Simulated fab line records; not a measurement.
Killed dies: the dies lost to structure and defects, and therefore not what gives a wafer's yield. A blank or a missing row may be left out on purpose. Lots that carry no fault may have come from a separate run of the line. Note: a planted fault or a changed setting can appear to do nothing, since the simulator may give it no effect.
Matching of chambers :: flow n5_finfet :: 4 sister chambers for N5_BEOL_M4_ETCH_77 on rie_diel-03
The step etches underlayer in N2/H2, target depth 6.5 nm, time 5.2 s. 20 wafers are shown with their chamber, then 10 later ones without.

EACH WAFER AND ITS CHAMBER
wafer: L078.2
chamber: 0
drypump_motor_current_A (A): 5.5
throttle_valve_pct (%): 17.27
showerhead_plenum_p_Torr (Torr): 2.68

wafer: L078.5
chamber: 0
drypump_motor_current_A (A): 5.5
throttle_valve_pct (%): 17.29
showerhead_plenum_p_Torr (Torr): 2.68

wafer: L078.6
chamber: 1
drypump_motor_current_A (A): 6.1
throttle_valve_pct (%): 17.57
showerhead_plenum_p_Torr (Torr): 2.59

wafer: L081.2
chamber: 0
drypump_motor_current_A (A): 5.4
throttle_valve_pct (%): 17.29
showerhead_plenum_p_Torr (Torr): 2.68

wafer: L081.4
chamber: 1
drypump_motor_current_A (A): 6.1
throttle_valve_pct (%): 17.60
showerhead_plenum_p_Torr (Torr): 2.59

wafer: L081.5
chamber: 2
drypump_motor_current_A (A): 5.6
throttle_valve_pct (%): 17.32
showerhead_plenum_p_Torr (Torr): 2.58

wafer: L083.1
chamber: 0
drypump_motor_current_A (A): 5.5
throttle_valve_pct (%): 17.29
showerhead_plenum_p_Torr (Torr): 2.68

wafer: L083.3
chamber: 1
drypump_motor_current_A (A): 6.1
throttle_valve_pct (%): 17.59
showerhead_plenum_p_Torr (Torr): 2.59

wafer: L083.4
chamber: 2
drypump_motor_current_A (A): 5.6
throttle_valve_pct (%): 17.32
showerhead_plenum_p_Torr (Torr): 2.58

wafer: L084.2
chamber: 3
drypump_motor_current_A (A): 6.0
throttle_valve_pct (%): 17.76
showerhead_plenum_p_Torr (Torr): 2.54

wafer: L084.4
chamber: 1
drypump_motor_current_A (A): 6.1
throttle_valve_pct (%): 17.58
showerhead_plenum_p_Torr (Torr): 2.58

wafer: L084.6
chamber: 1
drypump_motor_current_A (A): 6.1
throttle_valve_pct (%): 17.58
showerhead_plenum_p_Torr (Torr): 2.58

wafer: L089.1
chamber: 0
drypump_motor_current_A (A): 5.5
throttle_valve_pct (%): 17.31
showerhead_plenum_p_Torr (Torr): 2.67

wafer: L089.2
chamber: 2
drypump_motor_current_A (A): 5.6
throttle_valve_pct (%): 17.35
showerhead_plenum_p_Torr (Torr): 2.57

wafer: L089.3
chamber: 1
drypump_motor_current_A (A): 6.1
throttle_valve_pct (%): 17.61
showerhead_plenum_p_Torr (Torr): 2.58

wafer: L089.4
chamber: 3
drypump_motor_current_A (A): 6.0
throttle_valve_pct (%): 17.77
showerhead_plenum_p_Torr (Torr): 2.53

wafer: L089.5
chamber: 0
drypump_motor_current_A (A): 5.5
throttle_valve_pct (%): 17.32
showerhead_plenum_p_Torr (Torr): 2.67

wafer: L089.6
chamber: 1
drypump_motor_current_A (A): 6.1
throttle_valve_pct (%): 17.58
showerhead_plenum_p_Torr (Torr): 2.58

wafer: L093.1
chamber: 1
drypump_motor_current_A (A): 6.1
throttle_valve_pct (%): 17.62
showerhead_plenum_p_Torr (Torr): 2.58

wafer: L093.2
chamber: 0
drypump_motor_current_A (A): 5.5
throttle_valve_pct (%): 17.34
showerhead_plenum_p_Torr (Torr): 2.67

SIGNATURES (means of the wafers above)
reading: drypump_motor_current_A
chamber 0: 5.486
chamber 1: 6.100
chamber 2: 5.600
chamber 3: 6.000
scatter within a chamber: 0.0231

reading: throttle_valve_pct
chamber 0: 17.3014
chamber 1: 17.5912
chamber 2: 17.3300
chamber 3: 17.7650
scatter within a chamber: 0.0194

reading: showerhead_plenum_p_Torr
chamber 0: 2.6757
chamber 1: 2.5838
chamber 2: 2.5767
chamber 3: 2.5350
scatter within a chamber: 0.00545
Rule: for a wafer and a chamber, the distance is found by dividing, reading by reading, the gap between the wafer's reading and the chamber's mean by the reading's scatter, squaring, summing and taking the root. If the next closest chamber is less than 2 further off than the closest, the wafer can't be placed; otherwise it belongs to the closest. The scatter is the square root of a quotient: the sum, over the shown wafers, of each reading's squared deviation from its chamber's mean, divided by wafers minus chambers.

WAFERS WHOSE CHAMBER IS MISSING
wafer: L093.3
drypump_motor_current_A (A): 6.0
throttle_valve_pct (%): 17.80
showerhead_plenum_p_Torr (Torr): 2.53

wafer: L093.4
drypump_motor_current_A (A): 5.6
throttle_valve_pct (%): 17.34
showerhead_plenum_p_Torr (Torr): 2.57

wafer: L093.5
drypump_motor_current_A (A): 6.0
throttle_valve_pct (%): 17.78
showerhead_plenum_p_Torr (Torr): 2.53

wafer: L093.6
drypump_motor_current_A (A): 5.6
throttle_valve_pct (%): 17.35
showerhead_plenum_p_Torr (Torr): 2.57

wafer: L095.2
drypump_motor_current_A (A): 6.0
throttle_valve_pct (%): 17.82
showerhead_plenum_p_Torr (Torr): 2.53

wafer: L095.3
drypump_motor_current_A (A): 6.1
throttle_valve_pct (%): 17.60
showerhead_plenum_p_Torr (Torr): 2.58

wafer: L095.4
drypump_motor_current_A (A): 5.5
throttle_valve_pct (%): 17.35
showerhead_plenum_p_Torr (Torr): 2.67

wafer: L097.2
drypump_motor_current_A (A): 6.0
throttle_valve_pct (%): 17.81
showerhead_plenum_p_Torr (Torr): 2.53

wafer: L097.4
drypump_motor_current_A (A): 6.1
throttle_valve_pct (%): 17.62
showerhead_plenum_p_Torr (Torr): 2.58

wafer: L097.5
drypump_motor_current_A (A): 6.0
throttle_valve_pct (%): 17.79
showerhead_plenum_p_Torr (Torr): 2.53

EACH ONE'S CHAMBER
wafer: L093.3
from the rows above: 3
in truth: 3

wafer: L093.4
from the rows above: 2
in truth: 2

wafer: L093.5
from the rows above: 3
in truth: 3

wafer: L093.6
from the rows above: 2
in truth: 2

wafer: L095.2
from the rows above: 3
in truth: 3

wafer: L095.3
from the rows above: 1
in truth: 1

wafer: L095.4
from the rows above: 0
in truth: 0

wafer: L097.2
from the rows above: 3
in truth: 3

wafer: L097.4
from the rows above: 1
in truth: 1

wafer: L097.5
from the rows above: 3
in truth: 3
Placed correctly: 10 of 10. From these rows, 0 cannot be placed. Number placed wrongly: 0.
